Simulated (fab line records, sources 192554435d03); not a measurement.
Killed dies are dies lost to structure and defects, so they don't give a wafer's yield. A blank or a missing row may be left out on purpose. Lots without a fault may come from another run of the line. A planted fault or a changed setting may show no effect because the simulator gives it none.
Chamber matching | flow n5_finfet | N5_BEOL_M7_CURE_74 on uv_cure-02: 3 sister chambers
The step cures SiCOH lowk, time 240 s. 6 wafers are shown with their chamber, then 12 later ones without.

WAFERS WITH THEIR CHAMBER
wafer  | chamber | wafer_temp_C_max | lamp_power_pct (%)
L076.3 | 1       | 387.0            | 52.31
L076.4 | 1       | 387.7            | 52.38
L078.4 | 0       | 386.7            | 52.28
L078.6 | 0       | 386.3            | 52.26
L088.3 | 2       | 386.2            | 52.37
L088.4 | 2       | 386.0            | 52.26

WAFERS WITHOUT THEIR CHAMBER
wafer  | wafer_temp_C_max | lamp_power_pct (%)
L089.1 | 386.8            | 52.38
L089.4 | 386.0            | 52.27
L089.5 | 386.5            | 52.37
L091.2 | 386.3            | 52.36
L091.3 | 386.1            | 52.30
L091.6 | 386.1            | 52.39
L094.1 | 386.2            | 52.33
L094.5 | 386.4            | 52.19
L094.6 | 386.2            | 52.25
L097.3 | 386.8            | 52.31
L097.5 | 386.4            | 52.37
L097.6 | 387.2            | 52.34

WHICH CHAMBER EACH WENT THROUGH
wafer  | from the rows above          | in truth
L089.1 | can't be placed: 1 or 0 or 2 | 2
L089.4 | can't be placed: 2 or 0      | 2
L089.5 | can't be placed: 2 or 0 or 1 | 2
L091.2 | can't be placed: 2 or 0      | 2
L091.3 | can't be placed: 2 or 0      | 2
L091.6 | can't be placed: 2 or 0      | 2
L094.1 | can't be placed: 2 or 0      | 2
L094.5 | can't be placed: 0 or 2      | 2
L094.6 | can't be placed: 0 or 2      | 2
L097.3 | can't be placed: 0 or 1 or 2 | 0
L097.5 | can't be placed: 2 or 0 or 1 | 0
L097.6 | can't be placed: 1 or 0      | 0
Placed correctly: 0 of 12. Can't be placed from these rows: 12 (the true chamber is among the candidates in 12). Placed wrongly: 0.
How it was worked out, from the rows above alone: a wafer's distance from a chamber is the root of the sum, over the readings, of the square of ((its reading less the chamber's mean) divided by the reading's scatter). The wafer belongs to the nearest chamber; if the next one is less than 2 further off, it can't be placed. A chamber's mean is the mean of its shown wafers. The scatter: the root of (the sum of the squares of (reading less its chamber's mean) over the shown wafers, divided by (wafers less chambers)).
